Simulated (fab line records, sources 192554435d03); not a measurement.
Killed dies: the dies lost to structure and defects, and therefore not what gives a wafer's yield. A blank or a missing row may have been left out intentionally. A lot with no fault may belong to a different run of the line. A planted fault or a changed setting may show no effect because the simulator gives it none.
Which tool was responsible? -- flow n5Finfet -- 31 wafers sampled from 11 lots at 1 step of a route of 1938

== WHAT THE GAUGES READ, wafer by wafer ==
N5_MOL_CONTACT_COAG_OVL_MEAS_41.
lot,measured,on,VD_OVL (nm)
L482,day 5 10:06,overlay-01,0.9 1.1 0.5
L484,day 5 18:27,overlay-02,0.7 0.6 -0.2
L486,day 6 07:49,overlay-02,0.0 0.4 0.0
L489,day 6 23:52,overlay-01,0.9 0.5 0.3
L493,day 8 06:22,overlay-01,-0.5 -0.4 -0.7
L494,day 8 08:29,overlay-02,-0.4 -0.7
L495,day 8 13:32,overlay-02,1.4 1.1
L497,day 8 21:33,overlay-01,-1.0 -1.0 -1.1
L498,day 9 04:38,overlay-01,0.7 1.6 0.7
L504,day 10 20:40,overlay-02,0.0 0.5 0.0
L505,day 10 21:19,overlay-01,0.3 -1.2 -1.4

== EACH LOT AND THE TOOL THAT RAN IT (in order: tool; ch and the chambers of the sampled wafers; start) ==
Before these readings, the record contains no process step.

== THE ANSWER, worked out from the rows above alone ==
Rule: usual is defined by the lots themselves. The widest of any qualifying gaps counts: lots, ordered by their means at a reading, are off when they make up no more than a third of the lots, leave a main group of 4 or more, and stand apart from it by 3 or more times the standard deviation of that group's means. A main group is skipped when, at the precision printed for the reading in the tables above, its means are all equal. Also off: a lot with no number at a reading for which 4 or more lots have one. All remaining lots with rows at the step are treated as sound.
Across all readings shown, no lot is off: no conclusion can be drawn from this.

== WHAT THE SIMULATOR HAD INSERTED ==
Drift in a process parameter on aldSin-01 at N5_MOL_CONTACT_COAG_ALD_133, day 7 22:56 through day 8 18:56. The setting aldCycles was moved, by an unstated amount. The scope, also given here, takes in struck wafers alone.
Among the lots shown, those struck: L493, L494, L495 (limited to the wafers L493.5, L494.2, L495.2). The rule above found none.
